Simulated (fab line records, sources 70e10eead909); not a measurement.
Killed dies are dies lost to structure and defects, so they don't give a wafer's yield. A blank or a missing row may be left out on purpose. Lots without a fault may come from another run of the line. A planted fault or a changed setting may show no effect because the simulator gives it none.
Chamber matching | flow nand_harc | NHARC_A_WL_FILL_STRIP_29 on rie_diel-12: 4 sister chambers
The step strips in O2, time 20 s. 8 wafers are shown with their chamber, then 8 later ones without.

WAFERS WITH THEIR CHAMBER
wafer  | chamber | drypump_motor_current_A (A) | rf_vpp_V (V)
L077.3 | 2       | 5.73                        | 56.1
L080.4 | 1       | 5.69                        | 58.0
L082.2 | 0       | 5.50                        | 56.9
L082.3 | 2       | 5.70                        | 55.9
L088.1 | 0       | 5.48                        | 58.6
L088.4 | 1       | 5.71                        | 57.1
L088.5 | 3       | 5.72                        | 57.7
L093.1 | 3       | 5.74                        | 57.2

WAFERS WITHOUT THEIR CHAMBER
wafer  | drypump_motor_current_A (A) | rf_vpp_V (V)
L093.2 | 5.72                        | 57.4
L093.4 | 5.64                        | 57.2
L094.2 | 5.73                        | 56.8
L094.4 | 5.65                        | 57.1
L094.5 | 5.73                        | 57.6
L096.2 | 5.49                        | 56.8
L096.3 | 5.68                        | 59.0
L096.5 | 5.65                        | 58.1

WHICH CHAMBER EACH WENT THROUGH
wafer  | from the rows above          | in truth
L093.2 | can't be placed: 3 or 1 or 2 | 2
L093.4 | can't be placed: 1 or 2 or 3 | 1
L094.2 | can't be placed: 3 or 2 or 1 | 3
L094.4 | can't be placed: 1 or 2 or 3 | 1
L094.5 | can't be placed: 3 or 1      | 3
L096.2 | 0                            | 0
L096.3 | can't be placed: 1 or 3      | 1
L096.5 | can't be placed: 1 or 2 or 3 | 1
Placed correctly: 1 of 8. Can't be placed from these rows: 7 (the true chamber is among the candidates in 7). Placed wrongly: 0.
How it was worked out, from the rows above alone: a wafer's distance from a chamber is the root of the sum, over the readings, of the square of ((its reading less the chamber's mean) divided by the reading's scatter). The wafer belongs to the nearest chamber; if the next one is less than 2 further off, it can't be placed. A chamber's mean is the mean of its shown wafers. The scatter: the root of (the sum of the squares of (reading less its chamber's mean) over the shown wafers, divided by (wafers less chambers)).
